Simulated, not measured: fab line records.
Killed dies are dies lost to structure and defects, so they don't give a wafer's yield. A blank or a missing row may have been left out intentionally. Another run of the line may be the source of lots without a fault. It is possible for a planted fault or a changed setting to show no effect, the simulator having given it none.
fab line records	flow n5-finfet
record lots=24	wafers=72	last-day=17
route steps=1938 shown BEOL_M0@748 BEOL_M1@754
lots that met no fault: from a run of the same line without faults
start-h: hours from the record's first day to the start of the lot's first wafer shown	wait-h: hours from the lot's prior step to this one	" identical to the entry in the row above	L1.1+2: a row that stands for several wafers	- no value, or no start was given	* or withheld: withheld	< > ~ a bound
route shown NAME@n: NAME is a module with steps in the file, n the number in the route of the first one	usual: mean and standard deviation over wafers with no fault	same: alike in all rows	chamber/n: place in a boat	sites: the reading at each site	_std_site: the values' standard deviation	_edge_site: the outer-site mean with the inner-site mean subtracted	radius-mm: how far each site lies from the wafer's centre	mask NAME#n: copy n	behind: the tool/chamber that last shaped the wafer	hold: what put the lot on hold/how long, in hours/how the hold closed	device: names the non-switching transistor (n, p or np)	end of line: the route-end tests of the same wafers	a step given without rows: its recipe and nothing more	killed: dies lost to structure and defects at the first sort, not the wafer's yield	map: a wafer's dies, marking killed ones x, the rest . and places with no die _
set.NAME: the setting the step ran with; set.NAME@STEP: the setting that earlier step ran with	model.NAME: the simulator's own value behind a step, which no gauge read
steps of the route over a sample of lots; a table a step, a row a wafer
services: the hour from which a tool's chamber was out of use, counted from the record's first day as start-h (under 0 if before that day), plus the number of hours and why
## steps
# step N5_BEOL_M0_DEP_125
# recipe material=SiCN	target-thk-a=80	temp-c=withheld	precursor=3MS/NH3	pressure-torr=3	rf-w=202	time-s=14
# usual showerhead-plenum-p-Torr=3.662/0.0088	throttle-valve-pct=9.0/0.37
lot.wafer	tool	chamber	start-h	wait-h	showerhead-plenum-p-Torr	throttle-valve-pct
L074.1	pecvd-03	0	118.97	0.0	3.658	8.6
L074.3	"	1	"	"	3.657	8.7
L074.5	"	1	"	"	3.648	8.4
L075.3	pecvd-01	0	133.02	0.0	3.676	9.1
L075.5	"	2	"	"	3.662	9.1
L075.6	"	0	"	"	3.666	8.8
L077.1	pecvd-01	2	138.23	0.0	3.677	9.0
L077.4	"	2	"	"	3.675	8.9
L077.6	"	0	"	"	3.666	9.0
L076.1	pecvd-04	2	139.89	0.0	3.669	9.7
L076.4	"	1	"	"	3.656	9.8
L076.5	"	0	"	"	3.661	8.8
L078.1	pecvd-01	1	143.84	0.0	3.668	9.2
L078.2	"	0	"	"	3.667	9.0
L078.3	"	2	"	"	3.668	8.9
L079.2	pecvd-04	0	146.58	0.0	3.668	8.7
L079.3	"	1	"	"	3.648	9.6
L079.5	"	1	"	"	3.653	9.7
L080.1	pecvd-01	1	154.81	0.0	3.662	8.8
L080.2	"	2	"	"	3.677	8.9
L080.6	"	1	"	"	3.663	9.1
L081.2	pecvd-01	0	175.62	0.0	3.661	9.3
L081.4	"	1	"	"	3.666	8.9
L081.5	"	2	"	"	3.671	8.7
L084.1	pecvd-01	1	187.99	0.0	3.666	9.0
L084.3	"	2	"	"	3.672	9.0
L084.5	"	1	"	"	3.666	9.0
L083.1	pecvd-03	0	190.68	0.0	3.661	8.9
L083.3	"	1	"	"	3.661	8.7
L083.5	"	0	"	"	3.661	8.9
L082.3	pecvd-04	1	191.17	0.0	3.652	9.6
L082.4	"	1	"	"	3.653	9.7
L082.5	"	0	"	"	3.656	8.9
L085.2	pecvd-03	2	196.60	0.0	3.649	8.8
L085.4	"	1	"	"	3.656	8.9
L085.5	"	0	"	"	3.658	8.7
L086.2	pecvd-04	0	202.42	0.0	3.663	8.8
L086.4	"	1	"	"	3.649	9.7
L086.6	"	0	"	"	3.651	8.6
L087.2	pecvd-03	2	208.13	0.0	3.644	8.5
L087.3	"	0	"	"	3.646	8.6
L087.4	"	0	"	"	3.660	8.9
L088.3	pecvd-01	2	211.00	0.0	3.674	9.1
L088.4	"	1	"	"	3.652	9.3
L088.5	"	2	"	"	3.666	9.1
L089.1	pecvd-04	1	217.24	0.0	3.657	9.3
L089.3	"	1	"	"	3.663	9.8
L089.4	"	0	"	"	3.660	8.9
L090.1	pecvd-01	1	227.04	0.0	3.670	8.8
L090.2	"	2	"	"	3.679	9.1
L090.3	"	0	"	"	3.666	9.2
L091.1	pecvd-03	1	235.14	0.0	3.659	8.6
L091.2	"	0	"	"	3.676	8.6
L091.5	"	0	"	"	3.666	8.9
L092.1	pecvd-03	2	237.18	0.0	3.653	8.7
L092.4	"	1	"	"	3.653	8.8
L092.5	"	0	"	"	3.658	8.9
L093.1	pecvd-04	1	241.87	0.0	3.646	9.5
L093.2	"	0	"	"	3.660	8.8
L093.5	"	2	"	"	3.668	8.3
L094.2	pecvd-04	0	248.15	0.0	3.648	9.0
L094.3	"	2	"	"	3.660	8.4
L094.5	"	2	"	"	3.658	8.4
L095.2	pecvd-01	0	251.23	0.0	3.654	9.1
L095.4	"	1	"	"	3.665	9.0
L095.6	"	2	"	"	3.677	8.8
L096.1	pecvd-04	1	257.96	0.0	3.653	9.5
L096.2	"	0	"	"	3.656	8.8
L096.6	"	0	"	"	3.662	8.9
L097.1	pecvd-04	1	261.13	0.0	3.640	9.5
L097.2	"	0	"	"	3.662	8.8
L097.4	"	2	"	"	3.668	8.0
# step N5_BEOL_M1_HM_DEP_02
# recipe material=TiN	target-thk-a=200	temp-c=25	chamber-pressure-pa=0.49996
# usual throttle-valve-pct=29.8/1
lot.wafer	tool	chamber	start-h	wait-h	throttle-valve-pct
L074.1	pvd-sputter-03	-	120.89	1.7	31.1
L074.3	"	-	"	"	29.7
L074.5	"	-	"	"	27.9
L075.3	pvd-sputter-01	-	135.19	1.9	30.9
L075.5	"	-	"	"	30.2
L075.6	"	-	"	"	28.7
L077.1	pvd-sputter-01	-	139.07	0.6	28.6
L077.4	"	-	"	"	30.3
L077.6	"	-	"	"	30.2
L076.1	pvd-sputter-01	-	142.14	2.0	28.7
L076.4	"	-	"	"	29.9
L076.5	"	-	"	"	31.1
L078.1	pvd-sputter-01	-	144.31	0.2	28.9
L078.2	"	-	"	"	31.1
L078.3	"	-	"	"	31.3
L079.2	pvd-sputter-02	-	149.75	2.9	28.7
L079.3	"	-	"	"	30.1
L079.5	"	-	"	"	30.3
L080.1	pvd-sputter-02	-	156.91	1.9	28.3
L080.2	"	-	"	"	29.8
L080.6	"	-	"	"	30.1
L081.2	pvd-sputter-03	-	176.42	0.5	27.9
L081.4	"	-	"	"	30.9
L081.5	"	-	"	"	29.8
L084.1	pvd-sputter-02	-	188.28	0.0	28.3
L084.3	"	-	"	"	29.9
L084.5	"	-	"	"	30.3
L083.1	pvd-sputter-03	-	190.97	0.0	29.0
L083.3	"	-	"	"	28.2
L083.5	"	-	"	"	31.3
L082.3	pvd-sputter-02	-	191.53	0.1	30.0
L082.4	"	-	"	"	28.2
L082.5	"	-	"	"	29.0
L085.2	pvd-sputter-02	-	196.91	0.0	30.3
L085.4	"	-	"	"	29.9
L085.5	"	-	"	"	30.5
L086.2	pvd-sputter-01	-	203.95	1.3	28.9
L086.4	"	-	"	"	29.9
L086.6	"	-	"	"	30.9
L087.2	pvd-sputter-03	-	208.42	0.0	29.7
L087.3	"	-	"	"	28.2
L087.4	"	-	"	"	31.2
L088.3	pvd-sputter-01	-	214.31	2.8	30.9
L088.4	"	-	"	"	29.9
L088.5	"	-	"	"	28.9
L089.1	pvd-sputter-02	-	218.23	0.7	28.5
L089.3	"	-	"	"	29.1
L089.4	"	-	"	"	29.6
L090.1	pvd-sputter-02	-	227.33	0.0	30.1
L090.2	"	-	"	"	28.0
L090.3	"	-	"	"	30.3
L091.1	pvd-sputter-02	-	236.56	1.2	28.6
L091.2	"	-	"	"	30.0
L091.5	"	-	"	"	30.2
L092.1	pvd-sputter-01	-	237.58	0.2	30.8
L092.4	"	-	"	"	28.6
L092.5	"	-	"	"	28.7
L093.1	pvd-sputter-02	-	242.35	0.2	29.9
L093.2	"	-	"	"	28.3
L093.5	"	-	"	"	28.9
L094.2	pvd-sputter-03	-	249.96	1.6	30.0
L094.3	"	-	"	"	29.1
L094.5	"	-	"	"	31.2
L095.2	pvd-sputter-03	-	252.72	1.2	31.2
L095.4	"	-	"	"	30.0
L095.6	"	-	"	"	27.8
L096.1	pvd-sputter-01	-	258.90	0.7	31.0
L096.2	"	-	"	"	29.9
L096.6	"	-	"	"	29.8
L097.1	pvd-sputter-02	-	261.61	0.2	28.5
L097.2	"	-	"	"	29.8
L097.4	"	-	"	"	30.6
# step N5_BEOL_M1_STRIP_36
# recipe chemistry=N2/H2	power-w=450	temp-c=40	pressure-mtorr=20	rf-frequency-hz=6e+07	overash-fraction=0.3	bias-power-w=7	h2-frac=0.5	n2-flow-sccm=200	h2-flow-sccm=200
# usual drypump-motor-current-A=5.7/0.5	h2-flow-sccm=199.9/0.59	oes-product-au=0.80/0.083	rf-vpp-V=59.3/1.3	showerhead-plenum-p-Torr=2.57/0.095	throttle-valve-pct=23.7/0.31
# same overash-fraction=0.3
lot.wafer	tool	chamber	start-h	wait-h	drypump-motor-current-A	h2-flow-sccm	oes-product-au	rf-hours-counter-h	rf-vpp-V	showerhead-plenum-p-Torr	throttle-valve-pct
L074.1	rie-diel-05	2	123.77	0.0	5.4	199.6	0.76	158	57.2	2.54	24.1
L074.3	"	0	"	"	5.6	199.4	0.70	242	60.5	2.50	23.7
L074.5	"	2	"	"	5.4	199.1	0.75	-	60.4	2.54	24.1
L075.3	rie-diel-05	2	138.86	0.0	5.4	199.7	0.75	163	62.5	2.54	24.1
L075.5	"	2	"	"	5.4	200.0	0.74	-	61.8	2.54	24.1
L075.6	"	1	"	"	5.8	199.6	0.76	-	57.3	2.64	24.1
L077.1	rie-diel-05	0	141.85	0.0	5.7	200.4	0.71	245	59.1	2.50	23.7
L077.4	"	1	"	"	5.9	199.3	0.76	166	59.5	2.64	24.1
L077.6	"	0	"	"	5.6	200.7	0.70	-	57.8	2.50	23.7
L076.1	rie-diel-02	1	153.12	0.0	5.6	200.8	0.75	150	59.8	2.65	24.0
L076.4	"	2	"	"	5.1	200.0	0.80	-	58.9	2.47	23.4
L076.5	"	1	"	"	5.6	199.9	0.75	-	59.4	2.65	24.0
L078.1	rie-diel-05	1	154.05	0.0	5.8	199.4	0.75	169	59.5	2.64	24.1
L078.2	"	2	"	"	5.4	200.7	0.73	169	56.6	2.53	24.1
L078.3	"	3	"	"	5.7	200.9	0.68	244	59.5	2.39	24.0
L079.2	rie-diel-06	3	158.09	0.0	6.5	199.5	0.85	72	59.9	2.47	23.5
L079.3	"	0	"	"	5.7	200.5	0.87	35	60.2	2.59	23.4
L079.5	"	0	"	"	5.7	200.5	0.86	-	58.1	2.59	23.4
L080.1	rie-diel-02	1	159.21	0.0	5.6	201.2	0.75	153	59.8	2.65	24.0
L080.2	"	0	"	"	5.1	200.0	0.95	7	57.8	2.71	23.9
L080.6	"	0	"	"	5.1	199.3	0.97	-	58.8	2.72	23.9
L081.2	rie-diel-05	0	187.43	0.0	5.7	201.0	0.99	3	56.1	2.50	23.4
L081.4	"	2	"	"	5.4	199.9	0.72	-	58.3	2.53	24.1
L081.5	"	1	"	"	5.8	200.1	0.75	-	59.7	2.64	24.1
L084.1	rie-diel-02	3	190.91	0.0	6.6	199.7	0.96	11	61.3	2.59	23.2
L084.3	"	0	"	"	5.1	199.4	0.94	18	58.2	2.71	23.9
L084.5	"	1	"	"	5.5	200.3	0.75	-	60.1	2.65	24.0
L083.1	rie-diel-02	3	195.92	0.0	6.6	200.0	0.92	13	59.2	2.59	23.2
L083.3	"	1	"	"	5.5	200.0	0.73	165	61.3	2.65	24.0
L083.5	"	3	"	"	6.6	200.2	0.94	-	60.2	2.59	23.1
L082.3	rie-diel-06	2	199.65	0.0	6.5	200.1	0.76	157	58.6	2.53	23.5
L082.4	"	3	"	"	6.5	199.6	0.83	85	60.4	2.47	23.6
L082.5	"	3	"	"	6.5	199.3	0.83	-	58.2	2.47	23.6
L085.2	rie-diel-06	0	203.25	0.0	5.8	199.6	0.86	49	59.1	2.59	23.4
L085.4	"	2	"	"	6.5	199.3	0.77	158	58.3	2.53	23.5
L085.5	"	1	"	"	5.5	199.7	0.74	-	57.7	2.42	23.8
L086.2	rie-diel-06	1	207.42	0.0	5.5	201.5	0.73	189	59.0	2.42	23.8
L086.4	"	3	"	"	6.5	199.4	0.83	87	59.4	2.47	23.6
L086.6	"	3	"	"	6.6	199.6	0.82	-	57.3	2.47	23.6
L087.2	rie-diel-06	3	210.64	0.0	6.5	200.8	0.82	88	60.6	2.47	23.6
L087.3	"	0	"	"	5.7	200.4	0.85	51	61.9	2.59	23.4
L087.4	"	1	"	"	5.5	200.4	0.73	190	58.4	2.42	23.8
L088.3	rie-diel-02	0	217.25	0.0	5.1	200.5	0.89	29	60.5	2.70	23.9
L088.4	"	3	"	"	6.6	200.1	0.91	-	61.3	2.59	23.2
L088.5	"	1	"	"	5.5	199.5	0.72	-	59.1	2.64	24.1
L089.1	rie-diel-02	1	221.00	0.0	5.6	199.5	0.73	175	59.4	2.64	24.0
L089.3	"	3	"	"	6.6	200.6	0.90	24	61.2	2.59	23.2
L089.4	"	1	"	"	5.5	199.1	0.73	-	59.9	2.64	24.0
L090.1	rie-diel-02	1	232.29	0.0	5.5	199.0	0.73	180	58.2	2.64	24.1
L090.2	"	3	"	"	6.6	199.5	0.90	28	59.9	2.58	23.2
L090.3	"	0	"	"	5.1	200.4	0.89	35	59.6	2.70	23.9
L092.1	rie-diel-02	3	241.78	0.0	6.6	200.3	0.89	31	60.8	2.58	23.2
L092.4	"	2	"	"	5.1	200.0	0.79	95	60.0	2.46	23.4
L092.5	"	0	"	"	5.1	199.3	0.89	-	60.8	2.70	23.9
L091.1	rie-diel-05	1	246.84	0.0	5.8	199.0	0.72	201	61.8	2.63	24.2
L091.2	"	2	"	"	5.4	199.5	0.71	201	59.5	2.52	24.2
L091.5	"	0	"	"	5.6	200.3	0.93	-	58.9	2.49	23.4
L093.1	rie-diel-05	1	247.22	0.0	5.8	200.5	0.72	201	59.4	2.63	24.1
L093.2	"	2	"	"	5.4	200.1	0.71	201	60.2	2.52	24.2
L093.5	"	2	"	"	5.4	200.0	0.71	-	57.6	2.52	24.2
L094.2	rie-diel-02	0	252.40	0.0	5.1	198.7	0.87	40	59.1	2.70	23.9
L094.3	"	3	"	"	6.6	199.7	0.89	33	58.2	2.58	23.2
L094.5	"	0	"	"	5.1	199.0	0.90	-	60.2	2.70	23.9
L095.2	rie-diel-02	2	264.57	0.0	5.1	200.9	0.79	101	59.0	2.46	23.4
L095.4	"	3	"	"	6.6	199.5	0.88	37	59.7	2.58	23.2
L095.6	"	1	"	"	5.6	200.1	0.72	-	61.9	2.64	24.1
L096.1	rie-diel-06	1	264.84	0.0	5.5	199.6	0.72	206	57.5	2.41	23.8
L096.2	"	2	"	"	6.5	199.8	0.75	176	60.1	2.52	23.5
L096.6	"	2	"	"	6.5	198.7	0.76	-	58.9	2.52	23.5
L097.1	rie-diel-06	2	269.83	0.0	6.5	200.4	0.75	177	60.4	2.52	23.5
L097.2	"	1	"	"	5.5	201.2	0.71	207	59.2	2.41	23.9
L097.4	"	3	"	"	6.5	200.0	0.80	104	58.8	2.46	23.6
# step N5_BEOL_M1_PRE_CLEAN_45
# recipe gas=H2/He	time-s=30	temp-c=250
# usual heater-power-w=326/25
lot.wafer	tool	chamber	start-h	wait-h	heater-power-w
L074.1	pvd-sputter-03	-	124.61	0.0	341
L074.3	"	-	"	"	328
L074.5	"	-	"	"	345
L075.3	pvd-sputter-02	-	139.29	0.0	343
L075.5	"	-	"	"	331
L075.6	"	-	"	"	344
L077.1	pvd-sputter-03	-	142.56	0.0	284
L077.4	"	-	"	"	347
L077.6	"	-	"	"	321
L076.1	pvd-sputter-02	-	154.07	0.0	346
L076.4	"	-	"	"	317
L076.5	"	-	"	"	332
L078.1	pvd-sputter-02	-	154.57	0.0	340
L078.2	"	-	"	"	337
L078.3	"	-	"	"	351
L079.2	pvd-sputter-01	-	158.53	0.0	321
L079.3	"	-	"	"	323
L079.5	"	-	"	"	267
L080.1	pvd-sputter-02	-	159.64	0.0	323
L080.2	"	-	"	"	344
L080.6	"	-	"	"	322
L081.2	pvd-sputter-03	-	187.86	0.0	342
L081.4	"	-	"	"	286
L081.5	"	-	"	"	343
L084.1	pvd-sputter-03	-	191.56	0.0	289
L084.3	"	-	"	"	353
L084.5	"	-	"	"	352
L083.1	pvd-sputter-02	-	196.46	0.0	345
L083.3	"	-	"	"	349
L083.5	"	-	"	"	341
L082.3	pvd-sputter-01	-	200.45	0.0	352
L082.4	"	-	"	"	315
L082.5	"	-	"	"	317
L085.2	pvd-sputter-01	-	204.29	0.0	344
L085.4	"	-	"	"	272
L085.5	"	-	"	"	351
L086.2	pvd-sputter-01	-	208.05	0.0	317
L086.4	"	-	"	"	320
L086.6	"	-	"	"	319
L087.2	pvd-sputter-01	-	211.67	0.0	323
L087.3	"	-	"	"	268
L087.4	"	-	"	"	348
L088.3	pvd-sputter-01	-	218.31	0.0	317
L088.4	"	-	"	"	269
L088.5	"	-	"	"	322
L089.1	pvd-sputter-02	-	221.80	0.0	335
L089.3	"	-	"	"	332
L089.4	"	-	"	"	339
L090.1	pvd-sputter-01	-	233.10	0.0	320
L090.2	"	-	"	"	341
L090.3	"	-	"	"	322
L092.1	pvd-sputter-01	-	242.35	0.0	329
L092.4	"	-	"	"	314
L092.5	"	-	"	"	323
L091.1	pvd-sputter-02	-	247.43	0.0	342
L091.2	"	-	"	"	342
L091.5	"	-	"	"	351
L093.1	pvd-sputter-02	-	247.65	0.0	336
L093.2	"	-	"	"	333
L093.5	"	-	"	"	328
L094.2	pvd-sputter-02	-	253.01	0.0	344
L094.3	"	-	"	"	345
L094.5	"	-	"	"	343
L095.2	pvd-sputter-01	-	265.34	0.0	344
L095.4	"	-	"	"	326
L095.6	"	-	"	"	357
L096.1	pvd-sputter-01	-	265.50	0.0	319
L096.2	"	-	"	"	267
L096.6	"	-	"	"	327
L097.1	pvd-sputter-02	-	270.47	0.0	343
L097.2	"	-	"	"	321
L097.4	"	-	"	"	356
# step N5_BEOL_M1_SPUTTER_79
# recipe material=Cu	target-thk-a=45	temp-c=-20	chamber-pressure-pa=0.07	power-w=withheld	time-s=8.29
# usual throttle-valve-pct=29.6/1
lot.wafer	tool	chamber	start-h	wait-h	throttle-valve-pct
L074.1	pvd-sputter-01	-	125.35	0.1	30.8
L074.3	"	-	"	"	28.7
L074.5	"	-	"	"	30.9
L075.3	pvd-sputter-02	-	140.56	0.1	28.9
L075.5	"	-	"	"	28.4
L075.6	"	-	"	"	29.1
L077.1	pvd-sputter-02	-	143.35	0.1	28.8
L077.4	"	-	"	"	30.1
L077.6	"	-	"	"	29.1
L076.1	pvd-sputter-03	-	154.86	0.1	29.8
L076.4	"	-	"	"	31.2
L076.5	"	-	"	"	30.1
L078.1	pvd-sputter-03	-	156.86	0.1	29.7
L078.2	"	-	"	"	28.0
L078.3	"	-	"	"	31.1
L079.2	pvd-sputter-03	-	159.46	0.1	29.9
L079.3	"	-	"	"	29.1
L079.5	"	-	"	"	29.9
L080.1	pvd-sputter-02	-	160.43	0.1	29.0
L080.2	"	-	"	"	28.5
L080.6	"	-	"	"	30.5
L081.2	pvd-sputter-03	-	188.59	0.1	29.8
L081.4	"	-	"	"	28.1
L081.5	"	-	"	"	29.2
L084.1	pvd-sputter-02	-	192.29	0.1	30.5
L084.3	"	-	"	"	28.9
L084.5	"	-	"	"	28.9
L083.1	pvd-sputter-02	-	197.28	0.1	30.3
L083.3	"	-	"	"	28.9
L083.5	"	-	"	"	28.5
L082.3	pvd-sputter-01	-	201.55	0.1	31.0
L082.4	"	-	"	"	30.1
L082.5	"	-	"	"	31.0
L085.2	pvd-sputter-01	-	205.13	0.1	29.8
L085.4	"	-	"	"	28.4
L085.5	"	-	"	"	29.8
L086.2	pvd-sputter-02	-	209.17	0.1	30.1
L086.4	"	-	"	"	28.5
L086.6	"	-	"	"	30.1
L087.2	pvd-sputter-02	-	212.85	0.1	28.4
L087.3	"	-	"	"	30.5
L087.4	"	-	"	"	29.1
L088.3	pvd-sputter-03	-	219.15	0.1	29.9
L088.4	"	-	"	"	30.9
L088.5	"	-	"	"	29.9
L089.1	pvd-sputter-03	-	222.99	0.1	29.9
L089.3	"	-	"	"	28.0
L089.4	"	-	"	"	29.0
L090.1	pvd-sputter-02	-	234.20	0.1	30.1
L090.2	"	-	"	"	28.3
L090.3	"	-	"	"	30.3
L092.1	pvd-sputter-02	-	243.27	0.1	28.4
L092.4	"	-	"	"	29.8
L092.5	"	-	"	"	30.3
L091.1	pvd-sputter-03	-	248.24	0.1	27.8
L091.2	"	-	"	"	31.2
L091.5	"	-	"	"	29.0
L093.1	pvd-sputter-02	-	250.05	0.1	30.4
L093.2	"	-	"	"	28.9
L093.5	"	-	"	"	28.9
L094.2	pvd-sputter-01	-	253.96	0.1	30.0
L094.3	"	-	"	"	30.9
L094.5	"	-	"	"	30.9
L095.2	pvd-sputter-01	-	266.30	0.1	31.0
L095.4	"	-	"	"	29.9
L095.6	"	-	"	"	28.5
L096.1	pvd-sputter-01	-	268.14	0.1	31.0
L096.2	"	-	"	"	29.9
L096.6	"	-	"	"	30.8
L097.1	pvd-sputter-02	-	271.37	0.1	30.5
L097.2	"	-	"	"	30.0
L097.4	"	-	"	"	29.1
# step N5_BEOL_M1_ANNEAL_82
# recipe temp-c=400	time-s=240	ambient=vacuum
# usual heater-power-w=821/57
lot.wafer	tool	chamber	start-h	wait-h	heater-power-w
L074.1	pvd-sputter-01	-	125.65	0.0	865
L074.3	"	-	"	"	799
L074.5	"	-	"	"	873
L075.3	pvd-sputter-02	-	140.86	0.0	820
L075.5	"	-	"	"	857
L075.6	"	-	"	"	810
L077.1	pvd-sputter-02	-	143.65	0.0	833
L077.4	"	-	"	"	873
L077.6	"	-	"	"	812
L076.1	pvd-sputter-03	-	155.16	0.0	714
L076.4	"	-	"	"	871
L076.5	"	-	"	"	708
L078.1	pvd-sputter-03	-	157.16	0.0	714
L078.2	"	-	"	"	844
L078.3	"	-	"	"	851
L079.2	pvd-sputter-03	-	159.76	0.0	701
L079.3	"	-	"	"	786
L079.5	"	-	"	"	726
L080.1	pvd-sputter-02	-	160.73	0.0	803
L080.2	"	-	"	"	881
L080.6	"	-	"	"	830
L081.2	pvd-sputter-03	-	188.89	0.0	722
L081.4	"	-	"	"	860
L081.5	"	-	"	"	785
L084.1	pvd-sputter-02	-	192.59	0.0	852
L084.3	"	-	"	"	824
L084.5	"	-	"	"	816
L083.1	pvd-sputter-02	-	197.58	0.0	853
L083.3	"	-	"	"	808
L083.5	"	-	"	"	848
L082.3	pvd-sputter-01	-	201.85	0.0	793
L082.4	"	-	"	"	658
L082.5	"	-	"	"	874
L085.2	pvd-sputter-01	-	205.43	0.0	660
L085.4	"	-	"	"	815
L085.5	"	-	"	"	665
L086.2	pvd-sputter-02	-	209.47	0.0	872
L086.4	"	-	"	"	867
L086.6	"	-	"	"	840
L087.2	pvd-sputter-02	-	213.15	0.0	856
L087.3	"	-	"	"	840
L087.4	"	-	"	"	812
L088.3	pvd-sputter-03	-	219.45	0.0	701
L088.4	"	-	"	"	858
L088.5	"	-	"	"	702
L089.1	pvd-sputter-03	-	223.29	0.0	704
L089.3	"	-	"	"	851
L089.4	"	-	"	"	815
L090.1	pvd-sputter-02	-	234.50	0.0	856
L090.2	"	-	"	"	873
L090.3	"	-	"	"	851
L092.1	pvd-sputter-02	-	243.57	0.0	863
L092.4	"	-	"	"	855
L092.5	"	-	"	"	829
L091.1	pvd-sputter-03	-	248.54	0.0	862
L091.2	"	-	"	"	879
L091.5	"	-	"	"	805
L093.1	pvd-sputter-02	-	250.35	0.0	850
L093.2	"	-	"	"	804
L093.5	"	-	"	"	807
L094.2	pvd-sputter-01	-	254.26	0.0	655
L094.3	"	-	"	"	866
L094.5	"	-	"	"	862
L095.2	pvd-sputter-01	-	266.60	0.0	776
L095.4	"	-	"	"	676
L095.6	"	-	"	"	796
L096.1	pvd-sputter-01	-	268.44	0.0	856
L096.2	"	-	"	"	673
L096.6	"	-	"	"	813
L097.1	pvd-sputter-02	-	271.67	0.0	846
L097.2	"	-	"	"	864
L097.4	"	-	"	"	802
## services
tool	chamber	start-h	hours	kind
pecvd-04	-	112.14	0.4	repair
rie-diel-06	1	113.05	1.8	repair
rie-diel-02	2	113.09	5.5	repair
rie-diel-02	3	114.85	2.7	repair
rie-diel-02	0	118.74	-	clean
rie-diel-02	0	118.74	-	consumable-replace:focus-ring
rie-diel-02	0	118.74	-	consumable-replace:showerhead
rie-diel-02	0	118.74	18.6	scheduled-down
rie-diel-02	0	118.74	18.6	vent-cycle
rie-diel-05	0	134.07	5.7	repair
pecvd-04	0	140.44	5.5	scheduled-down
pecvd-04	-	140.80	0.6	repair
rie-diel-02	3	143.56	-	clean
rie-diel-02	3	143.56	-	consumable-replace:focus-ring
rie-diel-02	3	143.56	16.6	scheduled-down
rie-diel-02	3	143.56	16.6	vent-cycle
pecvd-01	1	157.75	2.1	scheduled-down
pecvd-03	2	166.60	19.3	repair
pecvd-01	-	168.36	5.5	pm
pecvd-04	-	172.05	0.9	repair
rie-diel-02	2	187.47	42.2	repair
rie-diel-05	-	197.43	0.5	repair
pecvd-01	0	233.76	9.1	repair
pecvd-03	-	263.84	1.6	repair
## key
fault none
